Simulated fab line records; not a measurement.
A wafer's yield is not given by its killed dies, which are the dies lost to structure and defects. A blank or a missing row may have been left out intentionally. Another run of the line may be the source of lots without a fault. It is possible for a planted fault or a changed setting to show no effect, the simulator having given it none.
Split-lot experiment -- flow n5 finfet -- 21 wafers read from 7 lots, route of 1938 steps

== ABOUT THE SPLIT ==
At N5_PASSIVATION_PECVD_35 (deposits SiNx from SiH4/NH3/N2, target thk 700 nm, time 151.3 s), the setting time s was moved away from the recipe's 151.3 s on 8 of the 21 wafers read, by -7.7% to +6.4%. For the rest of the wafers, this setting stayed at what the recipe calls for.

The split's own step is where the reading is taken.

== THE READING ==
SiNx_of_PASSIVATION_PECVD_35.thk nm (the simulator's own value, which no gauge read), in nm, at N5_PASSIVATION_PECVD_35 (deposits SiNx from SiH4/NH3/N2, target thk 700 nm, time 151.3 s). The file gives no usual value for it. The 13 wafers here that ran the recipe average 701.9 nm, standard deviation 5.1 nm.

wafer,"tool, chamber at the split","time s as run, s",against the recipe,"SiNx_of_PASSIVATION_PECVD_35.thk nm, nm",against lot-mates on the recipe
L077.1,"pecvd-01, 2",141.5,-6.5%,637.6,-58.0
L077.2,"pecvd-01, 0",141.5,-6.5%,654,-41.6
L077.5,"pecvd-01, 2",151.3,recipe,695.6,-
L078.1,"pecvd-02, 0",160.6,+6.1%,733.8,+34.6
L078.5,"pecvd-02, 2",160.6,+6.1%,741.2,+42.0
L078.6,"pecvd-02, 0",151.3,recipe,699.2,-
L081.3,"pecvd-01, 2",151.3,recipe,701,-
L081.4,"pecvd-01, 2",151.3,recipe,704,-
L081.5,"pecvd-01, 0",151.3,recipe,712,-
L083.1,"pecvd-04, 2",139.7,-7.7%,649.4,-53.6
L083.3,"pecvd-04, 0",151.3,recipe,703,-
L083.4,"pecvd-04, 1",139.7,-7.7%,634,-69.0
L087.2,"pecvd-04, 0",151.3,recipe,703.6,-
L087.3,"pecvd-04, 2",151.3,recipe,703.8,-
L087.4,"pecvd-04, 1",151.3,recipe,695,-
L091.3,"pecvd-02, 0",151.3,recipe,705.4,-
L091.4,"pecvd-02, 1",161,+6.4%,754.2,+48.8
L091.6,"pecvd-02, 0",161,+6.4%,762.2,+56.8
L096.2,"pecvd-01, 0",151.3,recipe,702.6,-
L096.3,"pecvd-01, 2",151.3,recipe,692.2,-
L096.5,"pecvd-01, 0",151.3,recipe,707.2,-

THE FIT
A straight line over all 21 wafers: SiNx_of_PASSIVATION_PECVD_35.thk nm changes by +7.81 nm for each +1% of time s; r = +0.98; the points scatter about the line by 7.5 nm.
The same after taking each lot's own level away (the mean of its wafers on the recipe; 21 wafers): +7.6 nm for each +1%; r = +0.98; scatter 6.2 nm.
Per that fit: largest time s move, reading shift of 58 nm.
The span of the lots' own levels, 695.60 to 705.67 nm, comes to 2.0 times the standard deviation stated above.
The two slopes agree, so the slope changes little with the lot-to-lot level.
Check: with one of the wafers moved furthest among these (-7.7%) left out of the fit, the line predicts -60.4 nm for it against its lot-mates. It came out at -53.6 nm against them.

== ADDITIONAL SPLITS CARRIED BY THESE WAFERS ==
Before the reading, these wafers also passed through other splits. Each is held against what the fit with the lots' levels taken away leaves over:
other split on the same wafers,wafers away from the commonest value,r with SiNx_of_PASSIVATION_PECVD_35.thk nm (lot level and that fit taken away)
N5_BEOL_M13_TRENCH_ETCH_34 time s,5,-0.05
N5_BEOL_M15_COAT_04 spin rpm,7,-0.15
N5_MIM_BOT_SPUTTER_00 time s,5,-0.18
N5_PASSIVATION_EXPOSE_07 dose mj,6,-0.11
N5_PASSIVATION_PEB_08 peb time s,as run: not given for these wafers,-

== THE FILE'S OWN FIT ==
SiNx_of_PASSIVATION_PECVD_35.thk nm changes by +7.61 nm for each +1% of time s, r = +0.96.
